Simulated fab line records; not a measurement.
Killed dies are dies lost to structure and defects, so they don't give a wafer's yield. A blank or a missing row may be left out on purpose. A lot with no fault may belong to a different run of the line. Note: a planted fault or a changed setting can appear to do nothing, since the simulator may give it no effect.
Matching of chambers / flow n5 finfet / 4 sister chambers for N5_BEOL_M0_SAQP_SPACER1_ALD_98 on ald sin-01
The step deposits SiO2, target thk 12.8 nm, pulse time 1 s, purge time 2 s. 8 wafers are shown with their chamber, then 8 later ones without.

## EACH WAFER AND ITS CHAMBER
wafer=L074.3; chamber=1; heater power w (W)=489; heater power outer w (W)=274
wafer=L076.4; chamber=1; heater power w (W)=480; heater power outer w (W)=275
wafer=L086.2; chamber=3; heater power w (W)=440; heater power outer w (W)=247
wafer=L086.5; chamber=0; heater power w (W)=453; heater power outer w (W)=261
wafer=L087.2; chamber=2; heater power w (W)=553; heater power outer w (W)=318
wafer=L087.3; chamber=3; heater power w (W)=435; heater power outer w (W)=253
wafer=L087.4; chamber=0; heater power w (W)=457; heater power outer w (W)=257
wafer=L089.1; chamber=2; heater power w (W)=536; heater power outer w (W)=306

## WAFERS WITHOUT THEIR CHAMBER
wafer=L089.4; heater power w (W)=488; heater power outer w (W)=273
wafer=L089.6; heater power w (W)=553; heater power outer w (W)=317
wafer=L094.4; heater power w (W)=452; heater power outer w (W)=247
wafer=L094.5; heater power w (W)=449; heater power outer w (W)=256
wafer=L094.6; heater power w (W)=495; heater power outer w (W)=271
wafer=L096.1; heater power w (W)=452; heater power outer w (W)=255
wafer=L096.3; heater power w (W)=534; heater power outer w (W)=323
wafer=L096.4; heater power w (W)=448; heater power outer w (W)=256

## EACH ONE'S CHAMBER
wafer=L089.4; from the rows above=1; in truth=1
wafer=L089.6; from the rows above=2; in truth=2
wafer=L094.4; from the rows above=can't be placed: 3 or 0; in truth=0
wafer=L094.5; from the rows above=can't be placed: 0 or 3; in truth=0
wafer=L094.6; from the rows above=1; in truth=1
wafer=L096.1; from the rows above=can't be placed: 0 or 3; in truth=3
wafer=L096.3; from the rows above=2; in truth=2
wafer=L096.4; from the rows above=can't be placed: 0 or 3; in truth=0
Correct placement for 4 of the 8. Not placeable from these rows: 4 (in 4, the candidates include the true chamber). 0 placed wrongly.
How it was worked out, from the rows above alone: a wafer's distance from a chamber is the root of the sum, over the readings, of the square of ((its reading less the chamber's mean) divided by the reading's scatter). The wafer belongs to the nearest chamber; if the next one is less than 2 further off, it can't be placed. A chamber's mean is the mean of its shown wafers. The scatter: the root of (the sum of the squares of (reading less its chamber's mean) over the shown wafers, divided by (wafers less chambers)).
